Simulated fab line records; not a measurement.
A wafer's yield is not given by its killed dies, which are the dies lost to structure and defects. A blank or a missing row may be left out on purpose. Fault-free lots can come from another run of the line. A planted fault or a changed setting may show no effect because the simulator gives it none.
Matching of chambers :: flow nand_harc :: 4 sister chambers for NHARC_A_CONTACT_ETCH_91 on rie_diel-03
The step etches the open film in CH3F/O2, target depth 40 nm, time 85.7 s. 4 wafers are shown with their chamber, then 6 later ones without.

== WAFERS WITH THEIR CHAMBER ==
wafer: L178.5
chamber: 1
showerhead_plenum_p_Torr (Torr): 2.35

wafer: L187.6
chamber: 2
showerhead_plenum_p_Torr (Torr): 2.51

wafer: L186.5
chamber: 3
showerhead_plenum_p_Torr (Torr): 2.58

wafer: L186.6
chamber: 0
showerhead_plenum_p_Torr (Torr): 2.33

== WAFERS WITHOUT THEIR CHAMBER ==
wafer: L193.3
showerhead_plenum_p_Torr (Torr): 2.32

wafer: L193.4
showerhead_plenum_p_Torr (Torr): 2.51

wafer: L193.6
showerhead_plenum_p_Torr (Torr): 2.33

wafer: L194.1
showerhead_plenum_p_Torr (Torr): 2.32

wafer: L194.2
showerhead_plenum_p_Torr (Torr): 2.57

wafer: L194.6
showerhead_plenum_p_Torr (Torr): 2.57

== CHAMBER TAKEN BY EACH ==
wafer: L193.3
from the rows above: 0
in truth: 0

wafer: L193.4
from the rows above: 2
in truth: 2

wafer: L193.6
from the rows above: 0
in truth: 0

wafer: L194.1
from the rows above: 0
in truth: 0

wafer: L194.2
from the rows above: 3
in truth: 3

wafer: L194.6
from the rows above: 3
in truth: 3
Correct placement for 6 of the 6. Number that these rows cannot place: 0. Wrongly placed: 0.
How it was worked out, from the rows above alone: a wafer's distance from a chamber is the root of the sum, over the readings, of the square of ((its reading less the chamber's mean) divided by the reading's scatter). The wafer belongs to the nearest chamber; if the next one is less than 2 further off, it can't be placed. The mean given for a chamber averages the wafers shown for that chamber. The scatter: with one shown wafer a chamber, the root of the mean of the squares of how far each hidden wafer lies from its nearest shown one.
